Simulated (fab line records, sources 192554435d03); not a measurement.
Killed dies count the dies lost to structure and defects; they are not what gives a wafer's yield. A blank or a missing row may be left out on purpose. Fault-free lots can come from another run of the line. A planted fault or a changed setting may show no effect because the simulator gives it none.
Lot-split experiment :: flow n5Finfet :: 21 wafers read from 7 lots, route of 1938 steps

## ON THE SPLIT
At N5_BEOL_M7_COAT_60 (time 60 s, resist thk 35 nm), the setting spinRpm was moved away from the recipe's 1500 rpm on 9 of the 21 wafers read, by -7.9% to +10.1%. The other wafers ran this setting at the recipe's value.

## FROM THE SPLIT TO THE READING: what the file shows between them, 4 steps
- N5_BEOL_M7_COAT_05: resist thk 90 nm
- N5_BEOL_M7_EBR_07
- N5_BEOL_M7_DESCUM_16: chemistry O2, time 7.9 s
- N5_BEOL_M7_ETCH_61: etches SiARC in CF4, target depth 45.5 nm, time 75.8 s

## THE READING
SiARC_of_BEOL_M7_COAT_60.thkNm (the simulator's own value, which no gauge read), in nm, at N5_BEOL_M7_ETCH_62 (etches SOC in N2/H2, target depth 110 nm, overetch 22 nm, time 165 s). There is no usual value for it anywhere in the file. The 12 wafers here that ran the recipe average 28.4 nm, standard deviation 0.38 nm.

wafer: L075.1
tool, chamber at the split: lithoTrack-01, 0
spinRpm as run, rpm: 1500
against the recipe: recipe
SiARC_of_BEOL_M7_COAT_60.thkNm, nm: 28.6
against lot-mates on the recipe: -

wafer: L075.2
tool, chamber at the split: lithoTrack-01, 0
spinRpm as run, rpm: 1381
against the recipe: -7.9%
SiARC_of_BEOL_M7_COAT_60.thkNm, nm: 29.4
against lot-mates on the recipe: +0.8

wafer: L075.3
tool, chamber at the split: lithoTrack-01, 0
spinRpm as run, rpm: 1381
against the recipe: -7.9%
SiARC_of_BEOL_M7_COAT_60.thkNm, nm: 30
against lot-mates on the recipe: +1.4

wafer: L076.2
tool, chamber at the split: lithoTrack-04, 0
spinRpm as run, rpm: 1616
against the recipe: +7.7%
SiARC_of_BEOL_M7_COAT_60.thkNm, nm: 26.8
against lot-mates on the recipe: -1.8

wafer: L076.3
tool, chamber at the split: lithoTrack-04, 0
spinRpm as run, rpm: 1616
against the recipe: +7.7%
SiARC_of_BEOL_M7_COAT_60.thkNm, nm: 26.8
against lot-mates on the recipe: -1.8

wafer: L076.6
tool, chamber at the split: lithoTrack-04, 0
spinRpm as run, rpm: 1500
against the recipe: recipe
SiARC_of_BEOL_M7_COAT_60.thkNm, nm: 28.6
against lot-mates on the recipe: -

wafer: L077.1
tool, chamber at the split: lithoTrack-05, 0
spinRpm as run, rpm: 1500
against the recipe: recipe
SiARC_of_BEOL_M7_COAT_60.thkNm, nm: 28.6
against lot-mates on the recipe: -

wafer: L077.5
tool, chamber at the split: lithoTrack-05, 0
spinRpm as run, rpm: 1500
against the recipe: recipe
SiARC_of_BEOL_M7_COAT_60.thkNm, nm: 28.2
against lot-mates on the recipe: -

wafer: L077.6
tool, chamber at the split: lithoTrack-05, 0
spinRpm as run, rpm: 1423
against the recipe: -5.1%
SiARC_of_BEOL_M7_COAT_60.thkNm, nm: 29.6
against lot-mates on the recipe: +1.2

wafer: L081.4
tool, chamber at the split: lithoTrack-05, 0
spinRpm as run, rpm: 1500
against the recipe: recipe
SiARC_of_BEOL_M7_COAT_60.thkNm, nm: 28
against lot-mates on the recipe: -

wafer: L081.5
tool, chamber at the split: lithoTrack-05, 0
spinRpm as run, rpm: 1631
against the recipe: +8.7%
SiARC_of_BEOL_M7_COAT_60.thkNm, nm: 26.4
against lot-mates on the recipe: -1.9

wafer: L081.6
tool, chamber at the split: lithoTrack-05, 0
spinRpm as run, rpm: 1500
against the recipe: recipe
SiARC_of_BEOL_M7_COAT_60.thkNm, nm: 28.6
against lot-mates on the recipe: -

wafer: L080.1
tool, chamber at the split: lithoTrack-04, 0
spinRpm as run, rpm: 1500
against the recipe: recipe
SiARC_of_BEOL_M7_COAT_60.thkNm, nm: 28.4
against lot-mates on the recipe: -

wafer: L080.3
tool, chamber at the split: lithoTrack-04, 0
spinRpm as run, rpm: 1500
against the recipe: recipe
SiARC_of_BEOL_M7_COAT_60.thkNm, nm: 28.8
against lot-mates on the recipe: -

wafer: L080.6
tool, chamber at the split: lithoTrack-04, 0
spinRpm as run, rpm: 1500
against the recipe: recipe
SiARC_of_BEOL_M7_COAT_60.thkNm, nm: 28.2
against lot-mates on the recipe: -

wafer: L084.1
tool, chamber at the split: lithoTrack-05, 0
spinRpm as run, rpm: 1651
against the recipe: +10.1%
SiARC_of_BEOL_M7_COAT_60.thkNm, nm: 26.6
against lot-mates on the recipe: -2.0

wafer: L084.5
tool, chamber at the split: lithoTrack-05, 0
spinRpm as run, rpm: 1500
against the recipe: recipe
SiARC_of_BEOL_M7_COAT_60.thkNm, nm: 28.6
against lot-mates on the recipe: -

wafer: L084.6
tool, chamber at the split: lithoTrack-05, 0
spinRpm as run, rpm: 1651
against the recipe: +10.1%
SiARC_of_BEOL_M7_COAT_60.thkNm, nm: 26.4
against lot-mates on the recipe: -2.2

wafer: L092.2
tool, chamber at the split: lithoTrack-01, 0
spinRpm as run, rpm: 1500
against the recipe: recipe
SiARC_of_BEOL_M7_COAT_60.thkNm, nm: 27.4
against lot-mates on the recipe: -

wafer: L092.3
tool, chamber at the split: lithoTrack-01, 0
spinRpm as run, rpm: 1500
against the recipe: recipe
SiARC_of_BEOL_M7_COAT_60.thkNm, nm: 28.8
against lot-mates on the recipe: -

wafer: L092.4
tool, chamber at the split: lithoTrack-01, 0
spinRpm as run, rpm: 1412
against the recipe: -5.9%
SiARC_of_BEOL_M7_COAT_60.thkNm, nm: 29.6
against lot-mates on the recipe: +1.5

FIT RESULTS
A straight line over all 21 wafers: SiARC_of_BEOL_M7_COAT_60.thkNm changes by -0.194 nm for each +1% of spinRpm; r = -0.95; the points scatter about the line by 0.34 nm.
The same after taking each lot's own level away (the mean of its wafers on the recipe; 21 wafers): -0.202 nm for each +1%; r = -0.95; scatter 0.35 nm.
On that fit, the largest move of spinRpm shifts the reading by 2 nm.
The lots' own levels span 28.10 to 28.60 nm, that is 1.3 times the standard deviation above.
Hence the lot-to-lot level has little effect on the slope; both slopes agree.
Check: for one of the wafers moved furthest among these (+10.1%), held out of the fit, the line's prediction against its lot-mates is -2.11 nm. It came out at -2 nm against them.

## FURTHER SPLITS ON THESE WAFERS
Other splits were also applied to these wafers ahead of the reading. Each is held against what the fit with the lots' levels taken away leaves over:
other split on the same wafers: N5_BEOL_M4_COAT_22 spinRpm
wafers away from the commonest value: 8
r with SiARC_of_BEOL_M7_COAT_60.thkNm (lot level and that fit taken away): -0.04

other split on the same wafers: N5_BEOL_M5_COAT_66 spinRpm
wafers away from the commonest value: 6
r with SiARC_of_BEOL_M7_COAT_60.thkNm (lot level and that fit taken away): +0.08

other split on the same wafers: N5_BEOL_M5_COAT_22 spinRpm
wafers away from the commonest value: 9
r with SiARC_of_BEOL_M7_COAT_60.thkNm (lot level and that fit taken away): -0.01

## THE WHOLE CHAIN: every reading that the file lists as answering this split, in the file's order
step: N5_BEOL_M7_COAT_60
what it does: time 60 s, resist thk 35 nm
reading: SiARC_of_BEOL_M7_COAT_60.thkNm (the simulator's own value, which no gauge read)
change (the file's fit): -0.164 nm for each +1% of the setting
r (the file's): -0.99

step: N5_BEOL_M7_ETCH_61
what it does: etches SiARC in CF4, target depth 45.5 nm, time 75.8 s
reading: etch.depthNm (the simulator's own value, which no gauge read)
change (the file's fit): -0.165 nm for each +1% of the setting
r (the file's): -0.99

step: N5_BEOL_M7_ETCH_61
what it does: etches SiARC in CF4, target depth 45.5 nm, time 75.8 s
reading: CAR-ArF_of_BEOL_M7_COAT_05.thkNm (the simulator's own value, which no gauge read)
change (the file's fit): +0.147 nm for each +1% of the setting
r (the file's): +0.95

step: N5_BEOL_M7_ETCH_62
what it does: etches SOC in N2/H2, target depth 110 nm, overetch 22 nm, time 165 s
reading: SiARC_of_BEOL_M7_COAT_60.thkNm (the simulator's own value, which no gauge read)
change (the file's fit): -0.209 nm for each +1% of the setting
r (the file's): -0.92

## THE FILE'S OWN FIT
SiARC_of_BEOL_M7_COAT_60.thkNm changes by -0.209 nm for each +1% of spinRpm, r = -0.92.
